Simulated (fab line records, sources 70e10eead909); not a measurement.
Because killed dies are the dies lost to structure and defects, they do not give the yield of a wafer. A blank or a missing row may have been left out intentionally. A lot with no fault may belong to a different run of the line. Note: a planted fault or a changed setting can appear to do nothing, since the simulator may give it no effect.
fab line records	flow nand-harc
[record] lots = 12	wafers = 36	last-day = 34
route steps=1302 shown A_SLIT@922 THIN_TSV@1261 END@1302
lots that met no fault: from a run of the same line without faults
start-h: the number of hours between the record's first day and the start of the first shown wafer of the lot	wait-h: how many hours have passed since the lot's step before this one	" same as the row above	L1.1+2: a single row standing in for several wafers	- either no value or no given start	* or withheld: withheld	< > ~ a bound
route shown NAME@n: a module of which the file shows steps, and the number in the route of the first	usual: average and standard deviation across the fault-free wafers	same: alike in all rows	chamber/n: place in a boat	sites: each site's reading	_std_site: standard deviation across them	_edge_site: the outer-site mean with the inner-site mean subtracted	radius-mm: for every site, how far away it sits from the centre of the wafer	mask NAME#n: copy n	behind: the last tool/chamber to shape the wafer	hold: reason for holding the lot/hours on hold/outcome of the hold	device: transistor that didn't switch, given as n, p or np	end of line: the tests these same wafers got at the end of their route	a step given without rows: its recipe and nothing more	killed: dies that structure and defects cost at the first sort, which is not the same as the wafer's yield	map: the dies of a wafer, with x for killed, . for not killed, _ for no die there
set.NAME: setting as actually run; set.NAME@STEP: the setting as run at that earlier step	model.NAME: the simulator's own value behind a step, which no gauge read
steps of the route over a sample of lots; a table a step, a row a wafer
services: from which hour (start-h, from the record's first day; less than 0 if before it) a tool's chamber was out of use, for how many hours, and why
[[steps]]
[step NHARC_A_SLIT_DEP_25]
[recipe] target-thk-a = 2000	temp-c = 400	pressure-torr = 6.5	rf-w = 900	teos-flow-sccm = 161.4	flow-sccm = 2650	target-thk-nm = 200	gas = O2	material = SiO2
[usual] flow-sccm = 2650/6.8	heater-power-w = 540/87	rf-fwd-power-W = 897.3/2.7	throttle-valve-pct = 15.8/0.41
lot.wafer	tool	chamber	start-h	wait-h	flow-sccm	heater-power-w	rf-fwd-power-W	throttle-valve-pct
L245.2	pecvd-04	1	440.49	0.1	2651	581	896.8	15.9
L245.3	"	2	"	"	2646	513	893.8	16.5
L245.5	"	1	"	"	2658	571	899.5	16.1
L247.1	pecvd-02	2	455.72	0.1	2644	443	899.7	15.2
L247.2	"	1	"	"	2650	465	894.1	15.7
L247.6	"	0	"	"	2644	529	897.0	15.5
L246.2	pecvd-03	1	455.86	0.1	2646	538	902.1	15.3
L246.1	"	2	"	"	2659	550	899.4	15.6
L246.4	"	0	"	"	2648	588	896.5	16.0
L248.2	pecvd-02	2	456.00	0.2	2640	433	898.8	15.3
L248.5	"	1	"	"	2660	410	900.1	16.0
L248.6	"	0	"	"	2657	639	901.7	15.8
L249.3	pecvd-03	2	475.50	0.1	2648	446	897.4	15.5
L249.2	"	0	"	"	2650	506	897.6	16.1
L249.6	"	1	"	"	2648	499	898.4	15.4
L251.2	pecvd-04	0	500.46	0.1	2647	759	899.8	15.3
L251.3	"	1	"	"	2647	530	900.1	15.5
L251.5	"	2	"	"	2658	622	897.3	16.0
L258.3	pecvd-03	0	578.70	0.1	2659	526	899.8	15.8
L258.6	"	0	"	"	2650	533	901.6	15.8
L258.4	"	1	"	"	2648	456	898.4	14.9
L261.2	pecvd-03	1	599.39	0.1	2645	530	895.9	14.8
L261.5	"	2	"	"	2649	567	902.0	16.4
L261.4	"	0	"	"	2648	494	898.1	15.8
L265.1	pecvd-02	1	634.17	0.1	2645	430	896.6	15.8
L265.2	"	2	"	"	2637	446	896.0	15.6
L265.3	"	0	"	"	2649	657	896.9	16.3
L266.6	pecvd-02	0	655.15	0.2	2651	592	897.3	16.6
L266.4	"	1	"	"	2655	473	895.6	15.8
L266.5	"	2	"	"	2644	441	897.1	15.7
L268.2	pecvd-02	1	679.31	0.1	2651	514	897.5	16.3
L268.3	"	0	"	"	2648	622	896.8	15.9
L268.5	"	2	"	"	2649	438	896.9	15.6
L267.2	pecvd-04	1	685.61	0.1	2639	535	895.4	16.5
L267.3	"	2	"	"	2650	622	892.0	15.4
L267.6	"	1	"	"	2633	547	896.1	16.4
[step NHARC_THIN_TSV_DESCUM_14]
[recipe] time-s = 3	o2-flow-sccm = 200	ar-flow-sccm = 0	bias-power-w = 0	chemistry = O2
[usual] drypump-motor-current-A = 5.6/0.48	oes-product-au = 0.997/0.0096	rf-vpp-V = 57.8/0.89	showerhead-plenum-p-Torr = 1.90/0.08	throttle-valve-pct = 11.311/0.0094
lot.wafer	tool	chamber	start-h	wait-h	drypump-motor-current-A	oes-product-au	rf-hours-counter-h	rf-vpp-V	showerhead-plenum-p-Torr	throttle-valve-pct
L245.3	rie-diel-03	2	542.50	-	4.9	1.022	3	58.3	1.94	11.323
L245.2	"	0	"	"	5.9	1.004	3	57.3	1.99	11.312
L245.5	"	2	"	"	4.9	1.012	-	58.1	1.95	11.321
L248.2	rie-diel-02	0	559.77	-	5.7	1.009	9	58.6	1.80	11.317
L248.6	"	0	"	"	5.7	1.018	-	57.7	1.80	11.301
L248.5	"	1	"	"	5.2	0.994	-	58.1	1.79	11.313
L246.2	rie-diel-08	0	561.07	-	6.3	0.999	0	56.9	1.90	11.319
L246.1	"	1	"	"	4.9	1.008	0	58.7	1.89	11.309
L246.4	"	3	"	"	5.9	0.999	0	57.5	2.03	11.333
L247.1	rie-diel-08	2	562.29	-	4.9	0.982	1	56.8	1.84	11.309
L247.2	"	1	"	"	4.9	1.001	0	59.1	1.89	11.314
L247.6	"	3	"	"	5.9	0.986	-	57.5	2.03	11.310
L249.2	rie-diel-03	3	574.78	-	5.6	1.019	6	56.7	1.89	11.315
L249.3	"	0	"	"	5.9	1.001	7	58.7	1.99	11.295
L249.6	"	0	"	"	5.9	1.009	-	58.4	1.99	11.311
L251.3	rie-diel-02	1	606.39	-	5.2	0.995	1	58.2	1.79	11.291
L251.2	"	2	"	"	5.7	0.993	1	58.6	1.98	11.314
L251.5	"	1	"	"	5.2	1.003	-	57.1	1.79	11.316
L258.3	rie-diel-02	2	684.34	-	5.7	1.011	7	57.7	1.97	11.309
L258.4	"	0	"	"	5.7	0.995	7	55.6	1.80	11.309
L258.6	"	2	"	"	5.7	1.015	-	58.9	1.97	11.310
L261.4	rie-diel-03	2	703.47	-	4.9	0.998	3	57.9	1.94	11.320
L261.2	"	1	"	"	5.7	1.003	3	59.5	2.03	11.308
L261.5	"	3	"	"	5.7	1.000	-	58.2	1.89	11.311
L265.2	rie-diel-02	3	738.00	-	6.3	0.987	10	56.7	1.94	11.305
L265.1	"	1	"	"	5.2	0.984	11	56.3	1.79	11.326
L265.3	"	1	"	"	5.2	1.000	-	58.4	1.79	11.312
L266.4	rie-diel-02	0	757.39	-	5.7	1.000	0	57.3	1.80	11.310
L266.6	"	1	"	"	5.2	0.989	-	58.3	1.79	11.297
L266.5	"	2	"	"	5.8	1.007	-	58.0	1.97	11.307
L268.3	rie-diel-03	0	779.48	-	5.9	1.000	8	60.1	1.99	11.302
L268.2	"	1	"	"	5.6	1.011	8	57.1	2.03	11.313
L268.5	"	3	"	"	5.7	0.999	-	57.8	1.89	11.312
L267.2	rie-diel-08	0	795.75	-	6.4	0.993	3	57.8	1.90	11.322
L267.3	"	2	"	"	4.9	0.989	3	58.1	1.84	11.314
L267.6	"	0	"	"	6.3	0.997	-	57.2	1.90	11.321
[step NHARC_THIN_TSV_DEGAS_49]
[recipe] temp-c = 300	time-s = 120
[usual] heater-power-w = 505/47
lot.wafer	tool	chamber	start-h	wait-h	heater-power-w
L245.2	pvd-sputter-01	-	545.14	0.1	652
L245.3	"	-	"	"	511
L245.5	"	-	"	"	494
L248.2	pvd-sputter-01	-	562.42	0.2	646
L248.5	"	-	"	"	519
L248.6	"	-	"	"	517
L246.4	pvd-sputter-01	-	563.67	0.1	516
L246.1	"	-	"	"	485
L246.2	"	-	"	"	505
L247.1	pvd-sputter-02	-	564.94	0.2	528
L247.2	"	-	"	"	488
L247.6	"	-	"	"	514
L249.2	pvd-sputter-02	-	577.56	0.1	547
L249.3	"	-	"	"	482
L249.6	"	-	"	"	514
L251.2	pvd-sputter-01	-	609.01	0.1	496
L251.3	"	-	"	"	500
L251.5	"	-	"	"	506
L258.4	pvd-sputter-03	-	686.96	0.1	410
L258.3	"	-	"	"	461
L258.6	"	-	"	"	510
L261.2	pvd-sputter-02	-	706.08	0.1	483
L261.4	"	-	"	"	486
L261.5	"	-	"	"	537
L265.1	pvd-sputter-02	-	741.24	0.1	493
L265.2	"	-	"	"	541
L265.3	"	-	"	"	485
L266.4	pvd-sputter-03	-	759.99	0.1	415
L266.6	"	-	"	"	470
L266.5	"	-	"	"	473
L268.2	pvd-sputter-01	-	782.12	0.2	521
L268.3	"	-	"	"	490
L268.5	"	-	"	"	520
L267.2	pvd-sputter-02	-	798.36	0.2	530
L267.3	"	-	"	"	501
L267.6	"	-	"	"	490
[step NHARC_THIN_TSV_ETCH_59]
[recipe] target-depth-a = 8800	icp-w = 900	bias-w = 100	Cl2_flow_sccm = 60	bcl3-flow-sccm = 30	time-s = 138.1	chemistry = Cl2/BCl3
[usual] bias-w = 99.98/0.27	drypump-motor-current-A = 5.7/0.4	oes-product-au = 0.996/0.0097	rf-fwd-power-W = 897.0/2.8	throttle-valve-pct = 22.265/0.0087
lot.wafer	tool	chamber	start-h	wait-h	bias-w	drypump-motor-current-A	oes-product-au	rf-fwd-power-W	rf-hours-counter-h	throttle-valve-pct
L245.2	rie-metal-03	0	548.55	0.1	99.94	6.4	0.989	896.9	0.1	22.253
L245.3	"	1	"	"	100.18	5.7	0.992	899.0	-	22.260
L245.5	"	0	"	"	99.84	6.4	0.975	899.5	-	22.267
L248.2	rie-metal-01	0	565.84	0.1	99.68	5.5	0.992	894.4	2.7	22.263
L248.6	"	1	"	"	100.41	6.0	0.989	900.7	-	22.265
L248.5	"	0	"	"	99.45	5.5	1.006	894.4	-	22.265
L246.1	rie-metal-02	0	567.57	0.1	100.03	5.3	1.017	893.6	1.8	22.254
L246.2	"	1	"	"	100.29	5.3	1.003	895.2	1.8	22.269
L246.4	"	0	"	"	99.60	5.3	1.025	893.7	-	22.250
L247.1	rie-metal-01	1	568.21	0.1	100.15	6.0	0.996	894.0	3.1	22.288
L247.2	"	0	"	"	99.87	5.5	1.001	895.6	3.0	22.248
L247.6	"	0	"	"	100.19	5.5	1.004	897.3	-	22.271
L249.2	rie-metal-03	1	580.85	0.1	100.17	5.7	0.990	894.0	0.8	22.253
L249.3	"	1	"	"	100.33	5.8	0.991	896.6	-	22.259
L249.6	"	1	"	"	99.99	5.7	0.989	893.7	-	22.256
L251.2	rie-metal-01	0	612.33	0.1	100.25	5.6	1.003	890.7	0.3	22.258
L251.3	"	0	"	"	99.58	5.5	0.998	893.4	-	22.249
L251.5	"	0	"	"	99.86	5.5	1.003	896.0	-	22.261
L258.4	rie-metal-01	1	690.45	0.1	100.06	6.0	0.985	897.8	-	22.278
L258.3	"	0	"	"	100.14	5.5	1.010	896.9	-	22.265
L258.6	"	1	"	"	100.11	6.0	0.983	896.6	-	22.246
L261.2	rie-metal-01	0	715.61	0.2	99.58	5.5	1.011	898.2	2.5	22.269
L261.4	"	0	"	"	99.32	5.5	1.007	900.3	-	22.279
L261.5	"	1	"	"	99.93	6.0	0.995	898.3	-	22.257
L265.1	rie-metal-03	1	744.64	0.1	99.78	5.8	0.991	893.5	0.6	22.262
L265.2	"	0	"	"	99.78	6.4	0.998	905.0	0.6	22.273
L265.3	"	1	"	"	99.99	5.7	0.995	894.1	-	22.277
L266.4	rie-metal-03	0	763.50	0.2	100.13	6.4	1.016	899.1	-	22.273
L266.5	"	1	"	"	100.03	5.8	0.992	898.7	-	22.263
L266.6	"	0	"	"	99.78	6.4	1.000	896.9	-	22.256
L268.2	rie-metal-02	1	785.43	0.1	100.36	5.3	0.992	894.4	2.7	22.268
L268.3	"	0	"	"	99.73	5.3	1.004	894.3	-	22.263
L268.5	"	0	"	"	100.28	5.3	1.002	895.8	-	22.264
L267.2	rie-metal-01	0	801.82	0.1	100.14	5.5	0.995	898.9	0.6	22.273
L267.3	"	0	"	"	100.30	5.5	1.004	896.5	-	22.269
L267.6	"	1	"	"	99.97	6.0	0.999	896.7	-	22.255
[step NHARC_END_SORT_01]
[recipe] temp-c = 25
[usual] killed-at-array = 64/16	killed-at-other = 1.0/1.1	killed-at-periphery = 3.5/2.3	killed-dies = 69/17	killed-open = 3.2/1.6	killed-short = 2.4/1.6
[same] gross-dies = 677
lot.wafer	tool	chamber	start-h	wait-h	killed-at-array	killed-at-other	killed-at-periphery	killed-dies	killed-open	killed-short
L258.3	prober-02	0	700.84	3.1	146	1	0	147	1	1
L258.4	prober-02	0	701.63	3.4	138	0	2	140	5	1
L258.6	prober-02	0	703.21	3.9	149	1	2	152	2	3
L261.2	prober-02	0	725.19	2.8	111	0	7	118	3	4
L261.4	prober-02	0	726.81	3.4	147	1	1	149	2	4
L261.5	prober-02	0	727.62	3.7	138	0	8	146	1	2
// killed by level:class
L258.3 A_SLIT:unspecified=74 A_CHANNEL_HOLE_D1:chamber-film-flake=37 A_SLIT:chamber-film-flake=24 A_CONTACT:chamber-film-flake=3 A_CHANNEL_FILL_D1:chamber-film-flake=2 A_WL_FILL:chamber-film-flake=2 A_ONON_D1:geometric-particle:short=1 A_CHANNEL_HOLE_D1:geometric-particle:open=1
L258.4 A_SLIT:unspecified=53 A_CHANNEL_HOLE_D1:chamber-film-flake=36 A_SLIT:chamber-film-flake=31 A_CHANNEL_HOLE_D2:chamber-film-flake=6 A_CHANNEL_FILL_D1:geometric-particle:open=3 A_CONTACT:chamber-film-flake=3 A_CHANNEL_FILL_D1:chamber-film-flake=2 P_CONTACT:geometric-particle:open=1
L258.6 A_SLIT:unspecified=82 A_CHANNEL_HOLE_D1:chamber-film-flake=24 A_SLIT:chamber-film-flake=24 A_CHANNEL_HOLE_D2:chamber-film-flake=4 A_WL_FILL:chamber-film-flake=4 A_DECK1_JOINT:geometric-particle:open=2 A_STAIRCASE:chamber-film-flake=2 A_CONTACT:chamber-film-flake=2
L261.2 A_SLIT:unspecified=52 A_SLIT:chamber-film-flake=25 A_CHANNEL_HOLE_D2:chamber-film-flake=12 A_CHANNEL_HOLE_D1:chamber-film-flake=6 A_CONTACT:chamber-film-flake=6 P_CONTACT:chamber-film-flake=3 A_BONDPAD:chamber-film-flake=3 P_M0:geometric-particle:open=2
L261.4 A_SLIT:unspecified=80 A_SLIT:chamber-film-flake=36 A_CHANNEL_HOLE_D2:chamber-film-flake=13 A_STAIRCASE:chamber-film-flake=6 A_CONTACT:chamber-film-flake=3 A_CHANNEL_HOLE_D1:chamber-film-flake=2 A_ONON_D2:geometric-particle:short=1 A_ONON_D2:geometric-particle:open=1
L261.5 A_SLIT:unspecified=80 A_SLIT:chamber-film-flake=21 A_CHANNEL_HOLE_D2:chamber-film-flake=20 A_CHANNEL_HOLE_D1:chamber-film-flake=8 P_CONTACT:chamber-film-flake=4 P_STI:chamber-film-flake=3 A_CONTACT:chamber-film-flake=3 A_CHANNEL_FILL_D1:geometric-particle:short=2
[[services]]
tool	chamber	start-h	hours	kind
pvd-sputter-02	-	460.00	10.0	pm
rie-diel-02	0	471.69	5.7	repair
rie-metal-01	0	487.91	3.3	repair
pvd-sputter-02	-	494.72	5.1	repair
pvd-sputter-01	-	516.14	1.1	repair
rie-diel-02	0	526.22	5.4	repair
pecvd-02	-	527.72	0.9	repair
rie-diel-02	-	570.70	9.0	pm
pecvd-02	2	572.62	15.2	repair
rie-metal-01	-	575.00	9.0	pm
pvd-sputter-01	-	582.00	10.0	pm
pecvd-02	-	589.11	13.0	pm
rie-metal-01	-	618.25	0.4	repair
pvd-sputter-01	-	626.33	3.5	repair
pvd-sputter-02	-	638.00	10.0	pm
pvd-sputter-01	-	642.65	4.3	repair
pvd-sputter-01	-	656.88	5.1	repair
pvd-sputter-02	-	672.48	18.2	repair
rie-diel-02	3	690.49	6.1	repair
rie-diel-02	2	701.35	3.5	repair
pvd-sputter-01	-	701.68	6.0	repair
rie-diel-02	0	706.74	45.4	repair
pecvd-02	2	726.75	3.5	repair
rie-metal-01	-	752.00	9.0	pm
[[key]]
[first-sign] step = NHARC_END_SORT_01	reading = killed-at-array	direction = up	sigmas = 4.5	usual = 64	struck = 138
[effect] step = NHARC_END_SORT_01	reading = killed-dies	direction = up	sigmas = 4.4	usual = 69	struck = 142
[more-kills-born-at] NHARC_A_SLIT_DEP_25@pecvd-03 = 421
met-at NHARC_A_SLIT_DEP_25
struck-lots L258,L261
tester-left-out L258,L261
not-acting-at NHARC_THIN_TSV_DESCUM_14,NHARC_THIN_TSV_DEGAS_49,NHARC_THIN_TSV_ETCH_59
onset-between 475.50 578.70
[fault] kind = chamber-particle-source	tool = pecvd-03	chamber = -	onset-h = 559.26	steps = NHARC_A_SLIT_DEP_25	rate-per-visit-cm2 = 1.919	end-h = 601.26
// tester-left-out: of these lots the tester's yield and bins aren't shown, on N5 and GAA mostly nor the transistor test; their killed dies are dies lost to structure and defects alone, not to doping, threshold or leakage, so they don't give the yield
